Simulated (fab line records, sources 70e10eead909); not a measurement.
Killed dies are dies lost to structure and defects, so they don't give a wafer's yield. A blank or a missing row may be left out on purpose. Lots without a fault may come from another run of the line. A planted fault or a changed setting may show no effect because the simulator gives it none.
Chamber matching | flow nand_harc | NHARC_A_STAIRCASE_TRIM_12 on rie_diel-11: 4 sister chambers
The step chemistry O2, time 211.2 s. 4 wafers are shown with their chamber, then 10 later ones without.

WAFERS WITH THEIR CHAMBER
wafer  | chamber | showerhead_plenum_p_Torr (Torr)
L080.5 | 0       | 3.30
L080.6 | 3       | 3.75
L085.1 | 1       | 3.36
L085.3 | 2       | 3.69

WAFERS WITHOUT THEIR CHAMBER
wafer  | showerhead_plenum_p_Torr (Torr)
L085.5 | 3.30
L086.1 | 3.35
L086.3 | 3.74
L086.5 | 3.74
L089.3 | 3.29
L089.4 | 3.74
L089.5 | 3.74
L090.1 | 3.35
L090.2 | 3.74
L090.3 | 3.29

WHICH CHAMBER EACH WENT THROUGH
wafer  | from the rows above | in truth
L085.5 | 0                   | 0
L086.1 | 1                   | 1
L086.3 | 3                   | 3
L086.5 | 3                   | 3
L089.3 | 0                   | 0
L089.4 | 3                   | 3
L089.5 | 3                   | 3
L090.1 | 1                   | 1
L090.2 | 3                   | 3
L090.3 | 0                   | 0
Placed correctly: 10 of 10. Can't be placed from these rows: 0. Placed wrongly: 0.
How it was worked out, from the rows above alone: a wafer's distance from a chamber is the root of the sum, over the readings, of the square of ((its reading less the chamber's mean) divided by the reading's scatter). The wafer belongs to the nearest chamber; if the next one is less than 2 further off, it can't be placed. A chamber's mean is the mean of its shown wafers. The scatter: with one shown wafer a chamber, the root of the mean of the squares of how far each hidden wafer lies from its nearest shown one.
